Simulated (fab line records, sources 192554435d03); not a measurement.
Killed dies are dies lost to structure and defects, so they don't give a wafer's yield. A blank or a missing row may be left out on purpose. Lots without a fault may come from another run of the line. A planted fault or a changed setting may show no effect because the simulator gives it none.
A struck lot beside a sound one | flow n5_finfet | 21 steps out of a route of 1938
Sound: wafers L500.1, L500.2, L500.6. Struck: wafers L498.1, L498.3, L498.6. The cause comes at the end.
At each step with rows: each side's tool, then ch and its chambers, then its first start. Under that, the readings that differ: sound wafers | struck wafers | difference of the means | sigmas: that difference in standard deviations of wafers without a fault.
alike: readings whose means differ by less than 2 such deviations, and words and numbers that are the same on both sides. not compared: withheld readings, readings that some wafer has no value for, bounds like >300 that may hide the same value, and numbers for which the record gives no deviation and whose values overlap.
The two part at a step that has a row with sigmas, a row that says differs or no value, or rows on one side only. Numbers that don't overlap but have no deviation are shown without sigmas and don't part them. A reading that every wafer of one side lacks parts them only if that side has two wafers or more.

first, 9 steps without rows for these wafers: N5_GATE_CUT_STRIP_21 (strips in N2/H2, time 30 s); N5_GATE_CUT_STRIP_29 (strips in post etch residue remover, time 60 s); N5_GATE_CUT_SRD_52 (time 30 s); N5_GATE_CUT_ALD_22 (deposits SiNx, target thk 16 nm, pulse time 1 s, ald cycles 320); N5_GATE_CUT_CMP_23 (polishes, stops on SiO2, t overpolish 23.4 s, target thk 16 nm); N5_GATE_CUT_CMP_43 (polishes SiO2); N5_GATE_CUT_CMP_61 (polishes, stops on SiNx, t overpolish 3 s); N5_MOL_CONTACT_COAG_COAT_103 (time 60 s, resist thk 80 nm); N5_MOL_CONTACT_COAG_COAT_104 (time 60 s, resist thk 12 nm).
N5_MOL_CONTACT_COAG_COAT_58: time 60 s, resist thk 10 nm.
  sound on litho_track-02 ch 0, day 7 14:21; struck on litho_track-04 ch 0, day 7 05:11
  reading              | sound                | struck               | difference | sigmas
  spin_speed_rpm (rpm) | 1499.9 1500.7 1501.1 | 1449.1 1448.6 1451.1 | -51.0      | -53
then, 7 steps without rows for these wafers: N5_MOL_CONTACT_COAG_COAT_02 (resist thk 30 nm); N5_MOL_CONTACT_COAG_EBR_04; N5_MOL_CONTACT_COAG_SOFTBAKE_03 (time 60 s); N5_MOL_CONTACT_COAG_EXPOSE_05 (exposes mask CA, defocus 0 nm); N5_MOL_CONTACT_COAG_PEB_06 (peb time 60 s); N5_MOL_CONTACT_COAG_DEVELOP_07 (develop time 30 s); N5_MOL_CONTACT_COAG_DESCUM_13 (chemistry O2, time 7 s).
N5_MOL_CONTACT_COAG_ETCH_59: etches underlayer in N2/H2, target depth 13 nm, time 10.4 s.
  sound on rie_diel-05 ch 0,1,2, day 7 14:53; struck on rie_diel-05 ch 0,3, day 7 05:37
  reading                  | sound             | struck           | difference | sigmas
  model.etch.depth_nm (nm) | 10.07 10.03 10.08 | 10.2 10.19 10.17 | +0.1       |
  alike: drypump_motor_current_A, etch_rf_on_time_s, oes_product_au, rf_vpp_V, showerhead_plenum_p_Torr, throttle_valve_pct
  not compared: rf_hours_counter_h
then, 1 step without rows for these wafers: N5_MOL_CONTACT_COAG_ETCH_105 (etches SiARC in CF4, target depth 15.6 nm, time 26 s).
-- the record jumps here: 7 days lie between the struck wafers' starts before and after (it left off in module MOL_CONTACT_COAG and takes up again in module BEOL_M4, whose first step shown is number 1111 of the route) --
N5_BEOL_M4_RC_MEAS_101:
  sound on prober-02 ch 0, day 13 12:13; struck on prober-02 ch 0, day 14 00:38
  alike: DIBL_N, DIBL_P, IOFF_N, IOFF_P, ION_N, ION_P, SS_N, SS_P, VT_N, VT_P
-- the record jumps here: 4 days lie between the struck wafers' starts before and after (it left off in module BEOL_M4 and takes up again in module PASSIVATION, whose first step shown is number 1936 of the route) --
N5_PASSIVATION_PROBE_49:
  sound on prober-01, day 17 21:14; struck on prober-02, day 18 11:29
  alike: defect_limited_yield, killed_at_M0_to_M3, killed_at_M4_up, killed_at_contacts, killed_at_front_end, killed_at_other, killed_dies, killed_open, killed_short, sort_bin_4_leakage, sort_bin_5_function, sort_bin_6_memory, sort_bin_8_speed, sort_n_pass, sort_yield_pct

WHERE THEY PART
Only at N5_MOL_CONTACT_COAG_COAT_58, within this record. Later steps at which nothing parts them and some readings are alike: N5_MOL_CONTACT_COAG_ETCH_59, N5_BEOL_M4_RC_MEAS_101, N5_PASSIVATION_PROBE_49.

WHY: what the simulator had put in
Process parameter drift: litho_track-04, from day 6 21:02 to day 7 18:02, at N5_MOL_CONTACT_COAG_COAT_58. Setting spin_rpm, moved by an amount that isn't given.
